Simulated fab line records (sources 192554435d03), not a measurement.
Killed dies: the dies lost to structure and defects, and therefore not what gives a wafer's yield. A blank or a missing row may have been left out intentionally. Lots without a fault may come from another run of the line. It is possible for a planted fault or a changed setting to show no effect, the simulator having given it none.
Chamber matching :: flow n5-finfet :: rie-diel-05 running N5_SD_EPI_P_ETCH_16: 4 sister chambers
The step etches SiO2 in CHF3/O2, target depth 5 nm. 4 wafers are shown with their chamber, then 7 later ones without.

WAFERS, EACH WITH ITS CHAMBER
wafer: L088.2
chamber: 2
drypump-motor-current-A (A): 5.66

wafer: L089.3
chamber: 3
drypump-motor-current-A (A): 5.75

wafer: L094.1
chamber: 1
drypump-motor-current-A (A): 5.16

wafer: L094.2
chamber: 0
drypump-motor-current-A (A): 5.78

WAFERS MISSING THEIR CHAMBER
wafer: L094.3
drypump-motor-current-A (A): 5.65

wafer: L094.4
drypump-motor-current-A (A): 5.76

wafer: L094.5
drypump-motor-current-A (A): 5.66

wafer: L094.6
drypump-motor-current-A (A): 5.17

wafer: L097.1
drypump-motor-current-A (A): 5.78

wafer: L097.3
drypump-motor-current-A (A): 5.75

wafer: L097.5
drypump-motor-current-A (A): 5.77

CHAMBER TAKEN BY EACH
wafer: L094.3
from the rows above: 2
in truth: 2

wafer: L094.4
from the rows above: can't be placed: 3 or 0
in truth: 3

wafer: L094.5
from the rows above: 2
in truth: 2

wafer: L094.6
from the rows above: 1
in truth: 1

wafer: L097.1
from the rows above: 0
in truth: 0

wafer: L097.3
from the rows above: 3
in truth: 3

wafer: L097.5
from the rows above: can't be placed: 0 or 3
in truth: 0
Placed correctly: 5 of 7. Not placeable from these rows: 2 (in 2, the candidates include the true chamber). Number placed wrongly: 0.
How it was worked out, from the rows above alone: a wafer's distance from a chamber is the root of the sum, over the readings, of the square of ((its reading less the chamber's mean) divided by the reading's scatter). The wafer belongs to the nearest chamber; if the next one is less than 2 further off, it can't be placed. A chamber's mean is the mean of its shown wafers. The scatter: with one shown wafer a chamber, the root of the mean of the squares of how far each hidden wafer lies from its nearest shown one.
